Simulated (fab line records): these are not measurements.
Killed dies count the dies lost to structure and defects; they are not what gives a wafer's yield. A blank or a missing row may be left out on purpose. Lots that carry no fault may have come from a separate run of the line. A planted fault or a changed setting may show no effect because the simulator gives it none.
Chamber matching | flow n5 finfet | 4 sister chambers for N5_BEOL_M10_STRIP_67 on rie diel-02
The step strips in CF4. 18 wafers are shown with their chamber, then 9 later ones without.

## EACH WAFER AND ITS CHAMBER
wafer  | chamber | drypump motor current A (A) | oes product au (a.u.) | throttle valve pct (%)
L075.2 | 1       | 5.7                         | 0.70                  | 13.82
L075.4 | 2       | 4.9                         | 0.70                  | 13.91
L075.6 | 2       | 4.8                         | 0.70                  | 13.94
L078.1 | 2       | 4.9                         | 0.70                  | 13.94
L078.3 | 3       | 5.8                         | 0.92                  | 13.31
L078.4 | 0       | 6.2                         | 0.79                  | 13.57
L081.1 | 0       | 6.2                         | 0.79                  | 13.56
L081.3 | 1       | 5.7                         | 0.69                  | 13.84
L081.4 | 3       | 5.8                         | 0.91                  | 13.32
L083.1 | 3       | 5.9                         | 0.91                  | 13.31
L083.5 | 3       | 5.8                         | 0.91                  | 13.33
L083.6 | 2       | 4.9                         | 0.70                  | 13.95
L085.3 | 0       | 6.2                         | 0.78                  | 13.57
L085.4 | 1       | 5.7                         | 0.68                  | 13.85
L085.6 | 3       | 5.8                         | 0.90                  | 13.35
L087.3 | 0       | 6.2                         | 0.78                  | 13.61
L087.4 | 3       | 5.8                         | 0.88                  | 13.37
L087.6 | 1       | 5.6                         | 0.69                  | 13.87

SIGNATURES, as means of the wafers listed above
reading                 | chamber 0 | chamber 1 | chamber 2 | chamber 3 | scatter within a chamber
drypump motor current A | 6.200     | 5.675     | 4.875     | 5.817     | 0.0408
oes product au          | 0.7850    | 0.6900    | 0.7000    | 0.9050    | 0.00945
throttle valve pct      | 13.5775   | 13.8450   | 13.9350   | 13.3317   | 0.0216
Rule: a wafer lies at a distance from a chamber equal to the root of the sum of squares, over the readings, of (its reading less the chamber's mean, divided by the reading's scatter). If the next closest chamber is less than 2 further off than the closest, the wafer can't be placed; otherwise it belongs to the closest. The scatter: take each reading less its chamber's mean, square it, sum over the shown wafers, divide by the number of wafers less the number of chambers, and take the root.

## WAFERS WITHOUT THEIR CHAMBER
wafer  | drypump motor current A (A) | oes product au (a.u.) | throttle valve pct (%)
L091.1 | 6.2                         | 0.77                  | 13.61
L091.3 | 5.7                         | 0.68                  | 13.87
L091.4 | 6.3                         | 0.77                  | 13.62
L079.1 | 5.8                         | 0.86                  | 13.40
L079.2 | 6.2                         | 0.76                  | 13.64
L079.6 | 6.2                         | 0.76                  | 13.65
L095.1 | 5.8                         | 0.85                  | 13.41
L095.4 | 5.7                         | 0.95                  | 13.29
L095.6 | 5.8                         | 0.84                  | 13.42

## THE CHAMBER EACH PASSED THROUGH
wafer  | from the rows above | in truth
L091.1 | 0                   | 0
L091.3 | 1                   | 1
L091.4 | 0                   | 0
L079.1 | 3                   | 3
L079.2 | 0                   | 0
L079.6 | 0                   | 0
L095.1 | 3                   | 3
L095.4 | 3                   | 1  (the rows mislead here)
L095.6 | 3                   | 3
Correct placement for 8 of the 9. Number that these rows cannot place: 0. Placed wrongly: 1.
